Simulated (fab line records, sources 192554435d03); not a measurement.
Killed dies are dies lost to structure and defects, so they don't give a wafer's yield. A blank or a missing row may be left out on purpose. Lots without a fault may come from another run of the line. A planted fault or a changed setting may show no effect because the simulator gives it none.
Split-lot experiment | flow n5_finfet | 7 lots, 21 wafers read, on a route of 1938 steps

THE SPLIT
At N5_BEOL_M8_ILD_DEP_00 (deposits SiCOH lowk from DEMS/porogen, target thk 179.75 nm, time 33.4 s), the setting time_s was moved away from the recipe's 33.4 s on 4 of the 21 wafers read, by -13.6% to -3.8%. The other wafers ran this setting at the recipe's value.

FROM THE SPLIT TO THE READING: what the file shows between them, 1 step
- N5_BEOL_M8_CURE_74: cures SiCOH lowk, time 240 s

THE READING
M8_ILD_THK, in nm, at N5_BEOL_M8_THK_MEAS_01. Fault-free wafers of this fab line usually give 154.9 nm, standard deviation 2.1 nm.

wafer  | tool, chamber at the split | time_s as run, s | against the recipe | M8_ILD_THK, nm | against lot-mates on the recipe
L074.2 | pecvd-03, 0                | 33.4             | recipe             | 155.7          | -
L074.3 | pecvd-03, 1                | 33.4             | recipe             | 155.4          | -
L074.4 | pecvd-03, 0                | 33.4             | recipe             | 156.4          | -
L078.2 | pecvd-03, 1                | 33.4             | recipe             | 152.1          | -
L078.3 | pecvd-03, 0                | 32.12            | -3.8%              | 148.3          | -5.8
L078.5 | pecvd-03, 0                | 33.4             | recipe             | 156.1          | -
L081.1 | pecvd-03, 2                | 33.4             | recipe             | 155.0          | -
L081.3 | pecvd-03, 0                | 33.4             | recipe             | 152.3          | -
L081.4 | pecvd-03, 2                | 33.4             | recipe             | 156.5          | -
L084.1 | pecvd-03, 2                | 28.86            | -13.6%             | 134.1          | -21.8
L084.2 | pecvd-03, 0                | 33.4             | recipe             | 155.9          | -
L084.6 | pecvd-03, 1                | 33.4             | recipe             | 155.9          | -
L089.2 | pecvd-03, 0                | 33.4             | recipe             | 154.8          | -
L089.4 | pecvd-03, 0                | 33.4             | recipe             | 157.4          | -
L089.6 | pecvd-03, 1                | 30.45            | -8.8%              | 142.9          | -13.2
L091.2 | pecvd-03, 1                | 31.44            | -5.9%              | 143.4          | -11.2
L091.3 | pecvd-03, 2                | 33.4             | recipe             | 154.3          | -
L091.5 | pecvd-03, 0                | 33.4             | recipe             | 155.0          | -
L097.1 | pecvd-03, 1                | 33.4             | recipe             | 149.4          | -
L097.4 | pecvd-03, 2                | 33.4             | recipe             | 155.5          | -
L097.5 | pecvd-03, 0                | 33.4             | recipe             | 156.1          | -

THE FIT
A straight line over all 21 wafers: M8_ILD_THK changes by +1.54 nm for each +1% of time_s; r = +0.95; the points scatter about the line by 1.9 nm.
The same after taking each lot's own level away (the mean of its wafers on the recipe; 21 wafers): +1.6 nm for each +1%; r = +0.96; scatter 1.7 nm.
On that fit, the largest move of time_s shifts the reading by 22 nm.
The lots' own levels span 153.67 to 156.10 nm, that is 1.2 times the standard deviation above.
So the lot-to-lot level changes the slope little: the two slopes agree.
Check: with one of the wafers moved furthest among these (-13.6%) left out of the fit, the line predicts -21.9 nm for it against its lot-mates. It came out at -21.8 nm against them.

OTHER SPLITS ON THESE WAFERS
These wafers also went through other splits before the reading. Each is held against what the fit with the lots' levels taken away leaves over:
other split on the same wafers   | wafers away from the commonest value | r with M8_ILD_THK (lot level and that fit taken away)
N5_BEOL_M6_TRENCH_ETCH_37 time_s | 7                                    | +0.19
N5_BEOL_M6_ALD_77 ald_cycles     | 12                                   | +0.01

THE WHOLE CHAIN: every reading that the file lists as answering this split, in the file's order
step                   | what it does                                                             | reading                                                                                  | change (the file's fit)              | r (the file's)
N5_BEOL_M8_ILD_DEP_00  | deposits SiCOH lowk from DEMS/porogen, target thk 179.75 nm, time 33.4 s | SiCOH_lowk_of_BEOL_M8_ILD_DEP_00.thk_nm (the simulator's own value, which no gauge read) | +1.84 nm for each +1% of the setting | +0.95
N5_BEOL_M8_CURE_74     | cures SiCOH lowk, time 240 s                                             | SiCOH_lowk_of_BEOL_M8_ILD_DEP_00.thk_nm (the simulator's own value, which no gauge read) | +1.61 nm for each +1% of the setting | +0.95
N5_BEOL_M8_THK_MEAS_01 |                                                                          | M8_ILD_THK                                                                               | +1.61 for each +1% of the setting    | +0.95

THE FILE'S OWN FIT
M8_ILD_THK changes by +1.61 nm for each +1% of time_s, r = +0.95.
